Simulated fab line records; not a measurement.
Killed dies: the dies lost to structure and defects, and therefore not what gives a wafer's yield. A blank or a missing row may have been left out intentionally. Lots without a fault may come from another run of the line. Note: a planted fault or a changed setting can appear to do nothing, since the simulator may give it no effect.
Which tool was responsible? -- flow nandHarc -- 14 lots, 42 wafers sampled, at 5 steps of a route of 1302

## WHAT EACH GAUGE READ, for each wafer
NHARC_A_CONTACT_CD_MEAS_53.
lot,measured,on,cdNm (nm)
L443,day 22 01:29,cdSem-01,290.2 291.0 290.3
L441,day 22 02:46,cdSem-01,290.5 289.6 290.0
L442,day 22 11:47,cdSem-03,289.0 289.9 289.3
L444,day 22 16:13,cdSem-03,289.9 290.3 290.1
L448,day 25 01:32,cdSem-01,289.9 290.4 289.9
L453,day 26 06:49,cdSem-03,290.2 288.9 289.7
L454,day 26 15:00,cdSem-02,289.6 289.1 288.9
L457,day 28 00:22,cdSem-02,289.1 289.1 288.1
L458,day 28 23:19,cdSem-01,289.5 290.0 289.2
L459,day 29 00:21,cdSem-02,288.7 289.5 289.5
L461,day 29 17:41,cdSem-03,289.5 289.9 289.2
L463,day 30 09:25,cdSem-03,289.6 289.2 290.2
L462,day 30 12:10,cdSem-03,288.7 288.9 288.7
L464,day 31 02:40,cdSem-02,289.1 288.9 289.3

NHARC_END_SORT_01.
lot,measured,on,killedAtArray,killedAtOther,killedAtPeriphery,killedDies,killedOpen,killedShort
L443,day 24 19:14,prober-02,79 74 77,2 0 1,3 5 1,84 79 79,4 2 2,0 5 4
L441,day 24 19:12,prober-01,30 34 18,0 0 0,2 6 6,32 40 24,4 5 1,4 6 2
L442,day 25 14:29,prober-02,46 41 39,0 1 0,2 5 5,48 47 44,4 2 5,2 1 4
L444,day 25 07:27,prober-01,46 50 59,0 1 2,4 3 2,50 54 63,2 4 4,1 2 4
L448,day 27 21:37,prober-02,88 80 82,0 0 0,0 2 10,88 82 92,2 3 5,2 2 2
L453,day 29 03:23,prober-01,675 672 673,2 2 1,0 3 3,677 677 677,3 2 3,3 3 0
L454,day 29 12:03,prober-01,673 676 673,0 1 0,4 0 4,677 677 677,5 3 2,3 2 2
L457,day 30 19:56,prober-02,58 62 53,5 3 2,5 12 7,68 77 62,4 4 5,1 1 1
L458,day 31 21:11,prober-02,77 103 96,0 1 0,11 9 7,88 113 103,2 2 2,3 4 3
L459,day 31 19:32,prober-01,40 35 51,0 1 0,3 4 2,43 40 53,1 3 2,1 3 2
L461,day 32 18:13,prober-01,27 27 44,0 0 0,2 5 3,29 32 47,1 3 6,0 2 4
L463,day 33 05:57,prober-02,66 77 63,0 0 0,3 0 3,69 77 66,1 7 2,1 4 3
L462,day 33 06:01,prober-01,52 36 56,2 2 2,3 8 8,57 46 66,3 2 3,2 2 5
L464,day 33 23:45,prober-02,38 31 35,0 1 0,2 3 3,40 35 38,1 3 4,4 2 2

## WHICH TOOL RAN EACH LOT (tool, then ch and the chambers of the sampled wafers, then the start)
lot,NHARC_A_CONTACT_ETCH_116,NHARC_A_CONTACT_ETCH_121,NHARC_A_CONTACT_DEP_58
L443,"harCapEtch-02 ch 0,1, day 21 23:06","harCapEtch-02 ch 0,1, day 21 23:57","pecvd-02 ch 0,1,2, day 22 05:47"
L441,"harCapEtch-03 ch 0,1, day 22 00:22","harCapEtch-03 ch 0,1, day 22 01:14","pecvd-03 ch 1,2, day 22 06:59"
L442,"harCapEtch-02 ch 0,1, day 22 09:25","harCapEtch-02 ch 0,1, day 22 10:16","pecvd-02 ch 0,1,2, day 22 16:08"
L444,"harCapEtch-02 ch 0,1, day 22 13:53","harCapEtch-02 ch 0,1, day 22 14:44","pecvd-02 ch 1,2, day 22 21:21"
L448,"harCapEtch-02 ch 0,1, day 24 23:11","harCapEtch-02 ch 0,1, day 25 00:02","pecvd-02 ch 1,2, day 25 05:50"
L453,"harCapEtch-03 ch 0,1, day 26 04:27","harCapEtch-03 ch 0,1, day 26 05:18","pecvd-03 ch 0,1, day 26 13:53"
L454,"harCapEtch-03 ch 0,1, day 26 12:40","harCapEtch-03 ch 0,1, day 26 13:31","pecvd-01 ch 0,2, day 26 20:50"
L457,"harCapEtch-02 ch 0,1, day 27 21:58","harCapEtch-02 ch 0,1, day 27 22:50","pecvd-01 ch 0,1,2, day 28 04:37"
L458,"harCapEtch-02 ch 0,1, day 28 20:59","harCapEtch-02 ch 0,1, day 28 21:49","pecvd-03 ch 0,1, day 29 04:51"
L459,"harCapEtch-01 ch 0,1, day 28 21:57","harCapEtch-01 ch 0,1, day 28 22:49","pecvd-02 ch 1,2, day 29 09:48"
L461,"harCapEtch-03 ch 0,1, day 29 15:18","harCapEtch-03 ch 0,1, day 29 16:10","pecvd-03 ch 0,2, day 30 01:19"
L463,"harCapEtch-02 ch 0,1, day 30 07:02","harCapEtch-02 ch 0,1, day 30 07:54","pecvd-03 ch 0,2, day 30 13:39"
L462,"harCapEtch-01 ch 0,1, day 30 09:48","harCapEtch-01 ch 0,1, day 30 10:39","pecvd-01 ch 0,1,2, day 30 16:20"
L464,"harCapEtch-03 ch 0,1, day 31 00:17","harCapEtch-03 ch 0,1, day 31 01:09","pecvd-01 ch 0,1, day 31 06:55"
- NHARC_A_CONTACT_ETCH_116: etches the open film in C4F8/O2/Ar, time 190 s, target depth 1850 nm.
- NHARC_A_CONTACT_ETCH_121: etches the open film in C4F8/O2/Ar, time 190 s, target depth 1850 nm.
- NHARC_A_CONTACT_DEP_58: deposits SiON, target thk 90 nm.

## WHAT THE TOOLS THEMSELVES READ (means of the sampled wafers that have a number; where no wafer has one, the mark that the record gives instead)
NHARC_A_CONTACT_DEP_58.
lot,tool,chamberPressureTorr (Torr),heaterPowerOuterW (W),heaterPowerW (W)
L443,pecvd-02,3.492,463,812
L441,pecvd-03,3.494,476,712
L442,pecvd-02,3.495,452,796
L444,pecvd-02,3.498,419,736
L448,pecvd-02,3.501,486,835
L453,pecvd-03,-,-,-
L454,pecvd-01,-,-,-
L457,pecvd-01,3.504,441,702
L458,pecvd-03,3.498,549,832
L459,pecvd-02,3.503,460,813
L461,pecvd-03,3.498,625,917
L463,pecvd-03,3.496,620,927
L462,pecvd-01,3.504,435,682
L464,pecvd-01,3.497,454,715

## THE ANSWER, worked out from the rows above alone
Rule: the usual values come from the lots themselves. Put in order of their means at a reading, lots are off if they are a third of the lots or fewer, leave a main group of 4 or more, and stand apart from it by a gap of 3 or more times the standard deviation of the main group's means; of several such gaps the widest counts. If all means in a main group match to the digits the tables above print for the reading, that group is not used. Also off: a lot with no number at a reading for which 4 or more lots have one. The other lots that the step has rows for count as sound. After the gauges, taken in route order, come the tools' own readings; for these a lot's mean is taken, as printed above. The first step at which some lot is off is used, and at that step the reading that is off furthest; a lot without a number counts as furthest.
Off: L453, L454 (NHARC_END_SORT_01, killedAtArray). The main group: mean 55, standard deviation 20.
If a tool, at a process step before that reading, ran all the lots that are off and no sound lot after the first of them, it fits. The gauges at NHARC_END_SORT_01 aren't tried: what is off there is off at NHARC_A_CONTACT_DEP_58 too, on other tools, and a gauge's error can't cause that. Of those tried, none fits.

## WHAT HAD BEEN PUT IN BY THE SIMULATOR
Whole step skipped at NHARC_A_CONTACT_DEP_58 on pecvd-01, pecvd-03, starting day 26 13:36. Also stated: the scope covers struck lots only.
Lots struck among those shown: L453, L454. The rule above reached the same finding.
